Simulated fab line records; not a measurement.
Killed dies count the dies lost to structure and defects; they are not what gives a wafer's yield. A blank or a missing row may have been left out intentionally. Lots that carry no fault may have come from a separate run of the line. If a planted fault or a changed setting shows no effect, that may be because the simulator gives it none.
The same fault as seen by 2 desks | flow n5 finfet | each desk holds nothing but its own numbers, with what lay behind them at the end

== THE METROLOGY DESK ==
What the gauges read, lot by lot, whatever tool the lot ran on: means of the sampled wafers that have a number. Marked OUT: a lot whose mean sits more than 4 standard deviations from the usual mean, which makes it out of limits; the brackets give that distance. 7 of its 11 readings are shown, namely those furthest out on some lot.
Columns: A = trench depth nm at N5_STI_FIN_REVEAL_FIN_H_MEAS_10, usual 52.0 nm; B = DIBL_N at N5_BEOL_M4_RC_MEAS_101, usual 37.5 mV/V; C = DIBL_P at N5_BEOL_M4_RC_MEAS_101, usual 38 mV/V; D = IOFF_N at N5_BEOL_M4_RC_MEAS_101, usual 0.19 nA/um; E = ION_P at N5_BEOL_M4_RC_MEAS_101, usual 465 uA/um; F = SS_N at N5_BEOL_M4_RC_MEAS_101, usual 72.0 mV/dec; G = SS_P at N5_BEOL_M4_RC_MEAS_101, usual 73.7 mV/dec
lot  | first seen here | A    | B    | C  | D    | E   | F    | G
L883 | day 2 19:15     | 52.0 | 37.3 | 39 | 0.18 | 461 | 72.4 | 73.8
L885 | day 3 07:09     | 51.2 | 35.4 | 36 | 0.15 | 458 | 71.4 | 72.7
L887 | day 3 20:59     | 53.4 | 32.7 | 32 | 0.11 | 460 | 70.2 | 72.1
L888 | day 4 02:02     | 53.0 | 37.3 | 39 | 0.20 | 465 | 72.0 | 74.2
L889 | day 4 07:08     | 51.9 | 35.6 | 36 | 0.15 | 457 | 71.7 | 73.3
L893 | day 5 07:44     | 51.9 | 39.3 | 41 | 0.26 | 472 | 72.2 | 73.9
L896 | day 6 01:29     | 52.3 | 36.9 | 37 | 0.15 | 464 | 71.8 | 73.6
L903 | day 7 21:13     | 53.3 | 39.0 | 41 | 0.22 | 480 | 72.1 | 74.4
L905 | day 8 09:15     | 51.8 | 36.3 | 38 | 0.17 | 466 | 72.5 | 73.6
Result from this desk: across the 9 lots, nothing is out of limits.

== DESK OF THE TOOL OWNER: rie diel-01 ==
The tool's own readings at N5_STI_FIN_REVEAL_ETCHBACK_08 (etches SiO2 in C4F6/O2, target depth 30.5 nm, time 10.167 s): means of the sampled wafers that have a number, for each lot that ran on this tool. Marked OUT: a lot whose mean sits more than 4 standard deviations from the usual mean, which makes it out of limits; the brackets give that distance.
Columns: A = drypump motor current A at N5_STI_FIN_REVEAL_ETCHBACK_08, usual 5.5 A; B = oes product au at N5_STI_FIN_REVEAL_ETCHBACK_08, usual 0.77 a.u.; C = rf vpp V at N5_STI_FIN_REVEAL_ETCHBACK_08, usual 665 V; D = showerhead plenum p Torr at N5_STI_FIN_REVEAL_ETCHBACK_08, usual 2.85 Torr; E = throttle valve pct at N5_STI_FIN_REVEAL_ETCHBACK_08, usual 21.26 %
lot  | first seen here | A   | B    | C   | D    | E
L883 | day 2 15:20     | 5.4 | 0.80 | 662 | 2.91 | 21.08
L889 | day 4 04:10     | 5.5 | 0.75 | 652 | 2.85 | 21.35
L893 | day 5 04:46     | 5.5 | 0.74 | 652 | 2.85 | 21.36
L896 | day 5 22:23     | 5.5 | 0.74 | 652 | 2.84 | 21.36
L903 | day 7 18:16     | 5.4 | 0.83 | 647 | 2.94 | 21.40
Result from this desk: across the 5 lots, nothing is out of limits.

== TAKEN TOGETHER ==
Metrology desk: nothing out of limits seen.
Nothing out of limits was seen by the tool owner's desk.

== WHAT THE SIMULATOR HAD INSERTED ==
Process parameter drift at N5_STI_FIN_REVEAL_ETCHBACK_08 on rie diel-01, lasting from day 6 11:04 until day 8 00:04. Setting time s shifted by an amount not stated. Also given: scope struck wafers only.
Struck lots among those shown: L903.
